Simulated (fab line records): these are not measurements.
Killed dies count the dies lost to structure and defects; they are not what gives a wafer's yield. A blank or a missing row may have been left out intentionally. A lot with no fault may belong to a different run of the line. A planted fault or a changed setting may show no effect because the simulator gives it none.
The tool behind it: which one? + flow n5_finfet + 24 lots with 72 wafers sampled at 3 steps, on a route of 1938 steps

WHAT EACH GAUGE READ, for each wafer
N5_GATE_CUT_OVL_MEAS_14. Usual: GATE_CUT_OVL gives 0.0 nm (standard deviation 0.67).
| lot  | measured     | on         | GATE_CUT_OVL (nm) | flag |
|------|--------------|------------|-------------------|------|
| L074 | day 4 17:23  | overlay-01 | 0.2 -1.3 -0.2     |      |
| L075 | day 4 19:11  | overlay-01 | 0.6 -0.1 0.4      |      |
| L076 | day 5 01:32  | overlay-01 | 0.5 -0.1 -0.3     |      |
| L077 | day 5 05:01  | overlay-02 | -0.1 -0.6 0.2     |      |
| L078 | day 5 12:05  | overlay-02 | -0.9 -0.7 0.0     |      |
| L079 | day 5 18:59  | overlay-01 | 0.9 0.1 -0.1      |      |
| L080 | day 5 23:58  | overlay-02 | -1.3 -0.7 -0.6    |      |
| L081 | day 6 07:38  | overlay-01 | -0.6 0.2 -0.7     |      |
| L082 | day 6 13:49  | overlay-01 | -1.3 -1.5 -0.6    |      |
| L083 | day 6 18:16  | overlay-01 | -0.7 -0.5 -1.1    |      |
| L084 | day 7 01:11  | overlay-02 | 0.5 0.1 -0.2      |      |
| L085 | day 7 05:16  | overlay-02 | -0.1 1.1 -0.8     |      |
| L086 | day 7 16:44  | overlay-01 | 0.0 0.2 -0.2      |      |
| L087 | day 7 18:20  | overlay-01 | -0.5 -0.7 0.0     |      |
| L088 | day 8 03:17  | overlay-01 | -0.6 -0.8 -1.1    |      |
| L089 | day 8 05:06  | overlay-02 | 0.3 1.6 0.3       |      |
| L090 | day 8 10:19  | overlay-01 | -0.4 0.3 0.1      |      |
| L091 | day 8 17:39  | overlay-02 | -0.7 -0.9 0.4     |      |
| L092 | day 9 03:24  | overlay-01 | 0.4 -1.0 0.2      |      |
| L093 | day 9 09:14  | overlay-02 | 0.4 0.7 1.6       |      |
| L094 | day 9 14:02  | overlay-01 | -0.8 0.0 0.4      |      |
| L095 | day 9 17:10  | overlay-02 | 0.6 0.4 0.5       |      |
| L096 | day 10 04:46 | overlay-01 | -0.7 0.1 -1.3     |      |
| L097 | day 10 04:57 | overlay-01 | 0.5 0.5 -0.1      |      |

WHAT TOOL EACH LOT RAN ON (gives the tool, then ch and the chambers of the sampled wafers, and finally the start)
| lot  | N5_HKMG_FIN_ALD_72            | N5_GATE_CUT_STRIP_59              |
|------|-------------------------------|-----------------------------------|
| L074 | cvd_w-01 ch 0,1, day 4 12:34  | rie_diel-02 ch 0,2,3, day 4 13:52 |
| L075 | cvd_w-02 ch 0, day 4 14:18    | rie_diel-01 ch 1,2, day 4 15:53   |
| L076 | cvd_w-01 ch 0,1, day 4 20:31  | rie_diel-01 ch 0,1, day 4 21:49   |
| L077 | cvd_w-02 ch 0,1, day 5 00:24  | rie_diel-03 ch 0,2, day 5 01:42   |
| L078 | cvd_w-02 ch 0,1, day 5 07:28  | rie_diel-01 ch 1,2,3, day 5 08:47 |
| L079 | cvd_w-02 ch 0,1, day 5 14:19  | rie_diel-01 ch 0,3, day 5 15:38   |
| L080 | cvd_w-01 ch 0,1, day 5 19:26  | rie_diel-02 ch 0,1, day 5 20:44   |
| L081 | cvd_w-01 ch 0,1, day 6 03:01  | rie_diel-03 ch 0,2,3, day 6 04:18 |
| L082 | cvd_w-01 ch 1, day 6 07:03    | rie_diel-01 ch 2,3, day 6 08:34   |
| L083 | cvd_w-01 ch 0,1, day 6 13:38  | rie_diel-03 ch 0,3, day 6 15:02   |
| L084 | cvd_w-01 ch 0,1, day 6 20:19  | rie_diel-03 ch 0,1,2, day 6 21:52 |
| L085 | cvd_w-01 ch 0,1, day 7 00:38  | rie_diel-03 ch 0,2,3, day 7 01:56 |
| L086 | cvd_w-02 ch 0,1, day 7 12:04  | rie_diel-03 ch 0,1,2, day 7 13:24 |
| L087 | cvd_w-01 ch 0,1, day 7 13:43  | rie_diel-03 ch 1,2,3, day 7 15:02 |
| L088 | cvd_w-02 ch 0,1, day 7 22:43  | rie_diel-02 ch 1,2, day 8 00:06   |
| L089 | cvd_w-02 ch 0,1, day 8 00:31  | rie_diel-01 ch 0,3, day 8 01:49   |
| L090 | cvd_w-01 ch 0,1, day 8 05:37  | rie_diel-02 ch 0,1,3, day 8 06:56 |
| L091 | cvd_w-02 ch 0,1, day 8 12:45  | rie_diel-03 ch 1,2,3, day 8 14:04 |
| L092 | cvd_w-01 ch 1, day 8 22:48    | rie_diel-01 ch 0,1,2, day 9 00:11 |
| L093 | cvd_w-01 ch 1, day 9 04:35    | rie_diel-01 ch 1,2,3, day 9 06:02 |
| L094 | cvd_w-02 ch 0,1, day 9 09:17  | rie_diel-02 ch 1,2,3, day 9 10:35 |
| L095 | cvd_w-02 ch 0,1, day 9 12:23  | rie_diel-02 ch 2,3, day 9 13:49   |
| L096 | cvd_w-02 ch 1, day 10 00:09   | rie_diel-02 ch 0,2, day 10 01:28  |
| L097 | cvd_w-01 ch 0,1, day 10 00:18 | rie_diel-02 ch 0,3, day 10 01:37  |
- N5_HKMG_FIN_ALD_72: deposits W, target thk 2 nm, pulse time 1 s, purge time 2 s.
- N5_GATE_CUT_STRIP_59: strips in N2/H2, time 20 s.

WHAT THE TOOLS THEMSELVES READ (means of the sampled wafers that have a number; where no wafer has one, the mark that the record gives instead)
N5_HKMG_FIN_ALD_72. Usual: heater_power_w 507 W, standard deviation 72; precursor_pulse_height_rel 1.000, standard deviation 0.018.
| lot  | tool     | heater_power_w (W) | precursor_pulse_height_rel | flag |
|------|----------|--------------------|----------------------------|------|
| L074 | cvd_w-01 | 492                | 0.974                      |      |
| L075 | cvd_w-02 | 541                | 0.984                      |      |
| L076 | cvd_w-01 | 548                | 1.012                      |      |
| L077 | cvd_w-02 | 521                | 0.989                      |      |
| L078 | cvd_w-02 | 483                | 0.976                      |      |
| L079 | cvd_w-02 | 518                | 1.005                      |      |
| L080 | cvd_w-01 | 557                | 1.011                      |      |
| L081 | cvd_w-01 | 546                | 0.990                      |      |
| L082 | cvd_w-01 | 431                | 1.001                      |      |
| L083 | cvd_w-01 | 492                | 0.982                      |      |
| L084 | cvd_w-01 | 550                | 0.989                      |      |
| L085 | cvd_w-01 | 488                | 1.014                      |      |
| L086 | cvd_w-02 | 485                | 1.005                      |      |
| L087 | cvd_w-01 | 499                | 1.021                      |      |
| L088 | cvd_w-02 | 521                | 0.997                      |      |
| L089 | cvd_w-02 | 495                | 0.995                      |      |
| L090 | cvd_w-01 | 502                | 1.007                      |      |
| L091 | cvd_w-02 | 518                | 1.003                      |      |
| L092 | cvd_w-01 | 429                | 1.001                      |      |
| L093 | cvd_w-01 | 428                | 1.008                      |      |
| L094 | cvd_w-02 | 490                | 1.023                      |      |
| L095 | cvd_w-02 | 514                | 1.012                      |      |
| L096 | cvd_w-02 | 472                | 0.997                      |      |
| L097 | cvd_w-01 | 495                | 0.995                      |      |

N5_GATE_CUT_STRIP_59. Usual: drypump_motor_current_A 5.7 A, standard deviation 0.52; oes_product_au 0.82 a.u., standard deviation 0.091; rf_vpp_V 45.4 V, standard deviation 0.94; showerhead_plenum_p_Torr 3.42 Torr, standard deviation 0.1; throttle_valve_pct 12.07 %, standard deviation 0.27.
| lot  | tool        | drypump_motor_current_A (A) | oes_product_au (a.u.) | rf_vpp_V (V) | showerhead_plenum_p_Torr (Torr) | throttle_valve_pct (%) | flag |
|------|-------------|-----------------------------|-----------------------|--------------|---------------------------------|------------------------|------|
| L074 | rie_diel-02 | 5.4                         | 0.78                  | 45.7         | 3.43                            | 12.12                  |      |
| L075 | rie_diel-01 | 5.2                         | 0.85                  | 45.3         | 3.33                            | 11.86                  |      |
| L076 | rie_diel-01 | 5.7                         | 0.83                  | 45.7         | 3.47                            | 12.06                  |      |
| L077 | rie_diel-03 | 6.2                         | 0.86                  | 45.0         | 3.52                            | 12.01                  |      |
| L078 | rie_diel-01 | 5.4                         | 0.86                  | 46.3         | 3.38                            | 11.91                  |      |
| L079 | rie_diel-01 | 5.7                         | 0.89                  | 45.3         | 3.53                            | 12.00                  |      |
| L080 | rie_diel-02 | 5.9                         | 0.73                  | 45.5         | 3.40                            | 12.40                  |      |
| L081 | rie_diel-03 | 6.0                         | 0.96                  | 45.9         | 3.46                            | 11.81                  |      |
| L082 | rie_diel-01 | 5.1                         | 0.87                  | 44.5         | 3.34                            | 11.84                  |      |
| L083 | rie_diel-03 | 5.7                         | 0.95                  | 45.2         | 3.41                            | 11.82                  |      |
| L084 | rie_diel-03 | 6.2                         | 0.87                  | 45.9         | 3.47                            | 11.94                  |      |
| L085 | rie_diel-03 | 6.0                         | 0.93                  | 45.6         | 3.45                            | 11.84                  |      |
| L086 | rie_diel-03 | 6.2                         | 0.86                  | 45.7         | 3.47                            | 11.95                  |      |
| L087 | rie_diel-03 | 6.3                         | 0.85                  | 46.5         | 3.51                            | 12.08                  |      |
| L088 | rie_diel-02 | 5.6                         | 0.73                  | 45.8         | 3.31                            | 12.48                  |      |
| L089 | rie_diel-01 | 5.7                         | 0.86                  | 46.1         | 3.52                            | 12.05                  |      |
| L090 | rie_diel-02 | 5.6                         | 0.71                  | 45.6         | 3.44                            | 12.36                  |      |
| L091 | rie_diel-03 | 6.3                         | 0.84                  | 44.9         | 3.51                            | 12.09                  |      |
| L092 | rie_diel-01 | 5.5                         | 0.82                  | 45.7         | 3.41                            | 12.04                  |      |
| L093 | rie_diel-01 | 5.3                         | 0.83                  | 45.1         | 3.37                            | 11.98                  |      |
| L094 | rie_diel-02 | 5.3                         | 0.73                  | 45.3         | 3.35                            | 12.42                  |      |
| L095 | rie_diel-02 | 5.0                         | 0.73                  | 45.0         | 3.40                            | 12.33                  |      |
| L096 | rie_diel-02 | 5.4                         | 0.78                  | 44.7         | 3.35                            | 12.12                  |      |
| L097 | rie_diel-02 | 5.3                         | 0.71                  | 46.7         | 3.47                            | 12.31                  |      |

THE ANSWER, worked out from the rows above alone
Rule: lot off if the mean of its wafers having a number is beyond 3 standard deviations from the usual mean. A lot without any number at a reading at which 4 lots or more have one is off too. Where the step has rows for the other lots, those lots are counted as sound. Order of review: gauges by route order, followed by the tools' own readings, for which a lot's mean as printed above is used. The first step at which some lot is off is used, and at that step the reading that is off furthest; a lot without a number counts as furthest.
Across all readings shown, no lot is off: no conclusion can be drawn from this.

WHAT THE SIMULATOR HAD PUT IN
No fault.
